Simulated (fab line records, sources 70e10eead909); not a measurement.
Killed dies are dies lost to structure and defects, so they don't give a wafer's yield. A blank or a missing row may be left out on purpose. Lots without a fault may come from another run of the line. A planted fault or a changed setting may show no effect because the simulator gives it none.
A struck lot beside a sound one | flow nand_harc | 42 steps out of a route of 1159
Sound: wafers L342.1, L342.5, L342.6. Struck: wafer L356.6. (L356.3, L356.5 of the same lot were not struck and are left out.) The cause comes at the end.
At each step with rows: each side's tool, then ch and its chambers, then its first start. Under that, the readings that differ: sound wafers | struck wafers | difference of the means | sigmas: that difference in standard deviations of wafers without a fault.
alike: readings whose means differ by less than 2 such deviations, and words and numbers that are the same on both sides. not compared: withheld readings, readings that some wafer has no value for, bounds like >300 that may hide the same value, and numbers for which the record gives no deviation and whose values overlap.
The two part at a step that has a row with sigmas, a row that says differs or no value, or rows on one side only. Numbers that don't overlap but have no deviation are shown without sigmas and don't part them. A reading that every wafer of one side lacks parts them only if that side has two wafers or more.

first, 3 steps without rows for these wafers: NHARC_A_CONTACT_ETCH_49 (etches the open film in N2/H2, target depth 260 nm, time 475.3 s); NHARC_A_CONTACT_ETCH_50 (etches the open film in CF4/CHF3, target depth 84.7 nm, time 42.4 s); NHARC_A_CONTACT_ETCH_51 (etches the open film in O2/COS, target depth 3600 nm, time 936 s).
NHARC_A_CONTACT_ETCH_111: etches the open film in C4F8/O2/Ar, time 140 s, target depth 700 nm.
  sound on har_cap_etch-03 ch 0,1, day 17 20:19; struck on har_cap_etch-03 ch 1, day 21 21:22
  not compared: rf_hours_counter_h
then, 3 steps without rows for these wafers: NHARC_A_CONTACT_ETCH_112 (etches the open film in C4F8/O2/Ar, time 94 s, target depth 922 nm); NHARC_A_CONTACT_ETCH_113 (etches the open film in C4F8/O2/Ar, time 94 s, target depth 922 nm); NHARC_A_CONTACT_ETCH_114 (etches the open film in C4F8/O2/Ar, time 94 s, target depth 922 nm).
NHARC_A_CONTACT_ETCH_115: etches the open film in C4F8/O2/Ar, time 94 s, target depth 922 nm.
  sound on har_cap_etch-03 ch 0,1, day 17 20:46; struck on har_cap_etch-03 ch 1, day 21 21:48
  not compared: rf_hours_counter_h
then, 4 steps without rows for these wafers: NHARC_A_CONTACT_ETCH_116 (etches the open film in C4F8/O2/Ar, time 94 s, target depth 922 nm); NHARC_A_CONTACT_ETCH_117 (etches the open film in C4F8/O2/Ar, time 94 s, target depth 922 nm); NHARC_A_CONTACT_ETCH_118 (etches the open film in C4F8/O2/Ar, time 94 s, target depth 922 nm); NHARC_A_CONTACT_ETCH_119 (etches the open film in C4F8/O2/Ar, time 94 s, target depth 922 nm).
NHARC_A_CONTACT_ETCH_120: etches the open film in C4F8/O2/Ar, time 94 s, target depth 922 nm.
  sound on har_cap_etch-03 ch 0,1, day 17 21:13; struck on har_cap_etch-03 ch 1, day 21 22:15
  not compared: rf_hours_counter_h
then, 2 steps without rows for these wafers: NHARC_A_CONTACT_ETCH_121 (etches the open film in C4F8/O2/Ar, time 94 s, target depth 922 nm); NHARC_A_CONTACT_ETCH_122 (etches the open film in C4F8/O2/Ar, time 95 s, target depth 930 nm).
NHARC_A_CONTACT_ETCH_123: etches the open film in C4F8/O2/Ar, time 253 s, target depth 1090 nm.
  sound on har_cap_etch-03 ch 0,1, day 17 21:32; struck on har_cap_etch-03 ch 1, day 21 22:37
  not compared: rf_hours_counter_h
then, 2 steps without rows for these wafers: NHARC_A_CONTACT_ETCH_90 (etches the open film in CH3F/O2, target depth 40 nm, time 85.7 s); NHARC_A_CONTACT_ETCH_96 (etches the open film in C4F6/O2, target depth 20 nm, time 10 s).
NHARC_A_CONTACT_CD_MEAS_53:
  sound on cd_sem-01, day 17 22:17; struck on cd_sem-01, day 21 23:19
  alike: cd_nm
then, 3 steps without rows for these wafers: NHARC_A_CONTACT_STRIP_99 (strips in N2/H2); NHARC_A_CONTACT_STRIP_100 (strips in CF4/CHF3); NHARC_A_CONTACT_STRIP_101 (strips in O2/COS).
NHARC_A_CONTACT_ETCH_102: etches the open film in CF4/O2, target depth 70 nm, overetch 7 nm, time 38.5 s.
  sound on rie_diel-03 ch 1,2, day 17 22:35; struck on rie_diel-13 ch 2, day 21 23:38
  reading                     | sound       | struck | difference | sigmas
  drypump_motor_current_A (A) | 6.4 6.4 5.7 | 5.3    | -0.9       | -2
  alike: o2_flow_sccm, oes_product_au, rf_vpp_V, showerhead_plenum_p_Torr, throttle_valve_pct
  not compared: rf_hours_counter_h
then, 14 steps without rows for these wafers: NHARC_A_CONTACT_STRIP_55 (strips in O2); NHARC_A_CONTACT_STRIP_56 (strips in post etch residue remover, time 600 s); NHARC_A_CONTACT_DEP_57 (deposits aC, target thk 2800 nm); NHARC_A_CONTACT_DEP_58 (deposits SiON, target thk 60 nm); NHARC_A_CONTACT_DEHYDRATE_59 (time 120 s); NHARC_A_CONTACT_HMDS_60 (time 30 s); NHARC_A_CONTACT_COAT_61 (time 75 s); NHARC_A_CONTACT_COAT_62 (time 65 s); NHARC_A_CONTACT_COAT_63 (resist thk 90 nm); NHARC_A_CONTACT_SOFTBAKE_64 (time 55 s); NHARC_A_CONTACT_EBR_65; NHARC_A_CONTACT_EXPOSE_66 (exposes mask A CC 2); NHARC_A_CONTACT_PEB_67 (peb time 65 s); NHARC_A_CONTACT_DEVELOP_68 (develop time 35 s).
NHARC_A_CONTACT_CD_MEAS_69: target cd 200 nm.
  sound on cd_sem-02 ch 0, day 18 01:39; struck on cd_sem-01 ch 0, day 22 03:44
  alike: cd_nm
NHARC_A_CONTACT_OVL_MEAS_70:
  sound on overlay-01, day 18 01:44; struck on overlay-02, day 22 03:50
  alike: overlay_x_nm, overlay_y_nm
then, 1 step without rows for these wafers: NHARC_A_CONTACT_DESCUM_74 (chemistry O2, time 3 s).
NHARC_A_CONTACT_ETCH_75: etches the open film in CF4, target depth 39 nm, time 65 s.
  sound on rie_diel-03 ch 1,2, day 18 01:56; struck on rie_diel-13 ch 0, day 22 04:02
  alike: drypump_motor_current_A, oes_product_au, rf_vpp_V, showerhead_plenum_p_Torr, throttle_valve_pct
  not compared: rf_hours_counter_h
-- the record jumps here: 3 days lie between the struck wafers' starts before and after (it left off in module A_CONTACT and takes up again in module END, whose first step shown is number 1159 of the route) --
NHARC_END_SORT_01:
  the record has rows for the struck wafers here (prober-02 ch 0, day 25 03:00) and none for the sound ones

WHERE THEY PART
First at NHARC_A_CONTACT_ETCH_102; last, within this record, at NHARC_END_SORT_01.

WHY: what the simulator had put in
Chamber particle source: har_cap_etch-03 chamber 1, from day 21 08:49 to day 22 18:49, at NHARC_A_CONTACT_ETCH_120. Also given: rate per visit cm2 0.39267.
